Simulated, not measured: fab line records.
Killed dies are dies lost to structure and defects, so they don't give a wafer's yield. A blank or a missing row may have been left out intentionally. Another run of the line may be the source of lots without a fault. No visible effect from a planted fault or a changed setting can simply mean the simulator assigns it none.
Matching of chambers	flow n5Finfet	rieDiel-03 running N5_FIN_SAQP_ETCH_67: 4 sister chambers
The step etches SiNx in CH3F/O2, target depth 30 nm. 4 wafers are shown with their chamber, then 8 later ones without.

WAFERS, EACH WITH ITS CHAMBER
wafer	chamber	drypumpMotorCurrentA (A)
L709.1	0	5.5
L711.1	3	4.8
L716.3	1	6.5
L716.4	2	5.3

WAFERS MISSING THEIR CHAMBER
wafer	drypumpMotorCurrentA (A)
L719.2	4.8
L719.4	6.4
L721.2	5.5
L721.3	5.3
L721.4	6.5
L724.2	5.3
L724.4	6.5
L724.6	5.3

WHICH CHAMBER EACH WENT THROUGH
wafer	from the rows above	in truth
L719.2	3	3
L719.4	1	1
L721.2	0	0
L721.3	2	2
L721.4	1	1
L724.2	2	2
L724.4	1	1
L724.6	2	2
Correct placement for 8 of the 8. Number that these rows cannot place: 0. 0 placed wrongly.
How it was worked out, from the rows above alone: a wafer's distance from a chamber is the root of the sum, over the readings, of the square of ((its reading less the chamber's mean) divided by the reading's scatter). The wafer belongs to the nearest chamber; if the next one is less than 2 further off, it can't be placed. The mean given for a chamber averages the wafers shown for that chamber. The scatter: with one shown wafer a chamber, the root of the mean of the squares of how far each hidden wafer lies from its nearest shown one.
